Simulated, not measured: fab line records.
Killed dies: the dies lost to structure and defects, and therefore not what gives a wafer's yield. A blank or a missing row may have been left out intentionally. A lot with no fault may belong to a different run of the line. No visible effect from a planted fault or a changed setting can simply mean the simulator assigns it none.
Comparing a struck lot with a sound one    flow nandHarc    15 out of 1302 route steps
Sound: wafers L621.2, L621.3, L621.4. The struck wafers were L605.1, L605.3, L605.5. The cause is named last.
Each step with rows lists, per side, the tool, then ch with its chambers, then its first start. Under that, the readings that differ: sound wafers    struck wafers    difference of the means    sigmas: that difference in standard deviations of wafers without a fault.
alike: a reading whose means differ by less than 2 such deviations, as well as words and numbers matching on both sides. not compared: withheld readings; readings where some wafer has no value; bounds like >300 that might hide an equal value; numbers whose values overlap and for which the record gives no deviation.
The two part at a step that has a row with sigmas, a row that says differs or no value, or rows on one side only. Numbers that have no deviation but don't overlap get no sigmas and don't part them. A reading that every wafer of one side lacks parts them only if that side has two wafers or more.

first, 5 steps without rows for these wafers: NHARC_A_CONTACT_SOFTBAKE_64 (time 55 s); NHARC_A_CONTACT_EBR_65; NHARC_A_CONTACT_EXPOSE_66 (exposes mask A CC 2); NHARC_A_CONTACT_PEB_67 (peb time 65 s); NHARC_A_CONTACT_DEVELOP_68 (develop time 35 s).
NHARC_A_CONTACT_CD_MEAS_69: target cd 300 nm.
  sound on cdSem-03 ch 0, day 29 13:28; struck on cdSem-01 ch 0, day 23 11:24
  alike: cdNm
NHARC_A_CONTACT_OVL_MEAS_70:
  sound on overlay-01 at day 29 13:34; struck on overlay-01 at day 23 11:29
  alike: overlayXNm, overlayYNm
NHARC_A_CONTACT_INSPECT_71:
  sound on defectInspect-02 at day 29 13:35; struck on defectInspect-02 at day 23 11:31
  alike: rawDefectCount
NHARC_A_CONTACT_DESCUM_74: chemistry O2, time 3 s.
  sound on rieDiel-12 ch 1,2,3, day 29 13:39; struck on rieDiel-03 ch 0,1,3, day 23 11:35
  alike: drypumpMotorCurrentA, oesProductAu, rfVppV, showerheadPlenumPTorr, throttleValvePct
  not compared: rfHoursCounterH
NHARC_A_CONTACT_ETCH_75: etches the open film in CF4, target depth 39 nm, time 65 s.
  sound on rieDiel-12 ch 0,1,2, day 29 13:44; struck on rieDiel-03 ch 1,2, day 23 11:40
  alike: biasW, cf4FlowSccm, drypumpMotorCurrentA, oesProductAu, rfVppV, showerheadPlenumPTorr, throttleValvePct
  not compared: rfHoursCounterH
NHARC_A_CONTACT_ETCH_76: etches the open film in N2/H2, target depth 260 nm, time 475.3 s.
  sound: rieDiel-12 ch 1,2,3; struck: rieDiel-03 ch 0,3
  alike: biasW, chamberPressureMTorr, drypumpMotorCurrentA, h2FlowSccm, oesProductAu, rfVppV, showerheadPlenumPTorr, throttleValvePct
  not compared: rfHoursCounterH
NHARC_A_CONTACT_ETCH_77: etches the open film in CF4/CHF3, target depth 108.9 nm, time 54.5 s.
  sound: rieDiel-12 ch 0,1,2; struck: rieDiel-03 ch 0,2
  alike: biasW, cf4FlowSccm, drypumpMotorCurrentA, oesProductAu, rfVppV, showerheadPlenumPTorr, throttleValvePct
  not compared: rfHoursCounterH
NHARC_A_CONTACT_ETCH_78: etches the open film in O2/COS, target depth 5300 nm, time 1378 s.
  sound on rieDiel-12 ch 0,1,2, day 29 14:16; struck on rieDiel-03 ch 0,1,2, day 23 12:12
  no value came back on the struck wafers for any of 8 readings (biasW (W), chamberPressureMTorr (mTorr) and others); on the sound wafers biasW (W) reads 299.1 299.6 300.2
NHARC_A_CONTACT_ETCH_124: etches the open film in C4F8/O2/Ar, time 140 s, target depth 700 nm.
  sound on harCapEtch-03 ch 0,1, day 29 15:13; struck on harCapEtch-03 ch 1, day 23 13:08
  alike: chamberPressureMTorr, oesAirLineAu
  not compared: rfHoursCounterH
-- jump in the record: it breaks off in module A_CONTACT and resumes in module END (first step shown: number 1302 of the route), and 3 days separate the struck wafers' starts before and after --
NHARC_END_SORT_01:
  only the struck wafers appear in the record here, on prober-01 ch 0 at day 26 04:55; the sound ones have no rows

## WHERE THEY PART
Earliest at NHARC_A_CONTACT_ETCH_78; latest, in this record, at NHARC_END_SORT_01.

WHY: whatever the simulator had introduced
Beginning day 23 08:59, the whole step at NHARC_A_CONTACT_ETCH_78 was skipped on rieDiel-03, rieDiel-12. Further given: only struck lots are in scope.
